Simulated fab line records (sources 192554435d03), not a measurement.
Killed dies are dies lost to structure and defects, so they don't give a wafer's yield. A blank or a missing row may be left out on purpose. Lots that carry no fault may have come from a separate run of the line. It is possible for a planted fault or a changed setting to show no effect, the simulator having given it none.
A struck lot beside a sound one | flow n5Finfet | 23 out of 1938 route steps
Sound: these wafers, L200.1, L200.2, L200.6. Struck: wafers L222.3, L222.4, L222.5. The cause is named last.
Order at every step that has rows: each side's tool, ch and its chambers, its first start. Under that, the readings that differ: sound wafers | struck wafers | difference of the means | sigmas: that difference in standard deviations of wafers without a fault.
alike: a reading whose means differ by less than 2 such deviations, as well as words and numbers matching on both sides. not compared: withheld readings; readings where some wafer has no value; bounds like >300 that might hide an equal value; numbers whose values overlap and for which the record gives no deviation.
The two part at a step that has a row with sigmas, a row that says differs or no value, or rows on one side only. Numbers that don't overlap but have no deviation are shown without sigmas and don't part them. A reading that every wafer of one side lacks parts them only if that side has two wafers or more.

first, 11 steps without rows for these wafers: N5_BEOL_M7_ETCH_62 (etches SOC in N2/H2, target depth 110 nm, overetch 22 nm, time 165 s); N5_BEOL_M7_STRIP_68 (strips in N2/H2); N5_BEOL_M7_STRIP_67 (strips in CF4); N5_BEOL_M7_HM_OPEN_17 (chemistry Cl2/BCl3, target TiN, target depth 20 nm, overetch 6 nm); N5_BEOL_M7_STRIP_19 (strips in O2); N5_BEOL_M7_COAT_63 (time 60 s, resist thk 60 nm); N5_BEOL_M7_COAT_64 (time 60 s, resist thk 12 nm); N5_BEOL_M7_COAT_71 (time 60 s, resist thk 5 nm); N5_BEOL_M7_COAT_22 (resist thk 30 nm); N5_BEOL_M7_EBR_24; N5_BEOL_M7_SOFTBAKE_23 (time 60 s).
N5_BEOL_M7_EXPOSE_25: exposes mask V6, target cd 40 nm.
  sound on euvScanner-02 ch 0, day 8 15:00; struck on euvScanner-02 ch 0, day 14 04:37
reading           | sound             | struck            | difference | sigmas
exposureDoseMJCm2 | 42.46 42.48 42.54 | 46.68 46.72 46.71 | +4.21      | +63
  alike: mask
then, 2 steps without rows for these wafers: N5_BEOL_M7_PEB_26 (peb time 60 s); N5_BEOL_M7_DEVELOP_27 (develop time 30 s).
N5_BEOL_M7_CD_MEAS_28: target cd 40 nm.
  sound on cdSem-02 ch 0, day 8 15:08; struck on cdSem-02 ch 0, day 14 04:44
reading   | sound             | struck            | difference | sigmas
cdNm (nm) | 40.06 40.40 39.93 | 37.93 36.54 32.04 | -4.63      | -22
N5_BEOL_M7_DESCUM_33: chemistry O2, time 7 s.
  sound on rieDiel-02 ch 1,2,3, day 8 15:15; struck on rieDiel-02 ch 0,2,3, day 14 05:02
reading                 | sound          | struck       | difference | sigmas
model.BEOL_M7.cdNm (nm) | 40.2 40.4 40.2 | 37.8 36.6 32 | -4.8       | 
  alike: drypumpMotorCurrentA, oesProductAu, rfVppV, showerheadPlenumPTorr, throttleValvePct
  not compared: rfHoursCounterH
then, 5 steps without rows for these wafers: N5_BEOL_M7_ETCH_72 (etches underlayer in N2/H2, target depth 6.5 nm, time 5.2 s); N5_BEOL_M7_ETCH_65 (etches SiARC in CF4, target depth 15.6 nm, time 26 s); N5_BEOL_M7_ETCH_66 (etches SOC in N2/H2, target depth 80 nm, overetch 16 nm, time 120 s); N5_BEOL_M7_STRIP_69 (strips in N2/H2); N5_BEOL_M7_STRIP_73 (strips in N2/H2).
N5_BEOL_M7_VIA_ETCH_34: etches SiCOH lowk in C4F6/O2, target depth 125.5 nm, time 50.5 s.
  sound on rieDiel-02 ch 1,2,3, day 8 15:26; struck on rieDiel-02 ch 0,2,3, day 14 05:13
reading                 | sound        | struck       | difference | sigmas
model.BEOL_M7.cdNm (nm) | 40.2 40.6 40 | 38 36.6 32.2 | -5         | 
  alike: biasW, drypumpMotorCurrentA, oesProductAu, rfVppV, showerheadPlenumPTorr, throttleValvePct
  not compared: rfHoursCounterH
then, 1 step without rows for these wafers: N5_BEOL_M7_STRIP_76 (strips in C4F6/O2).

WHERE THEY PART
Last at N5_BEOL_M7_CD_MEAS_28 as far as this record goes, first at N5_BEOL_M7_EXPOSE_25. Later steps at which nothing parts them and some readings are alike: N5_BEOL_M7_DESCUM_33, N5_BEOL_M7_VIA_ETCH_34.

WHY: what the simulator had put in
Process parameter drift: euvScanner-02, from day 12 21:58 on, at N5_BEOL_M7_EXPOSE_25. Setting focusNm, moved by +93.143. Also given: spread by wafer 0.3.
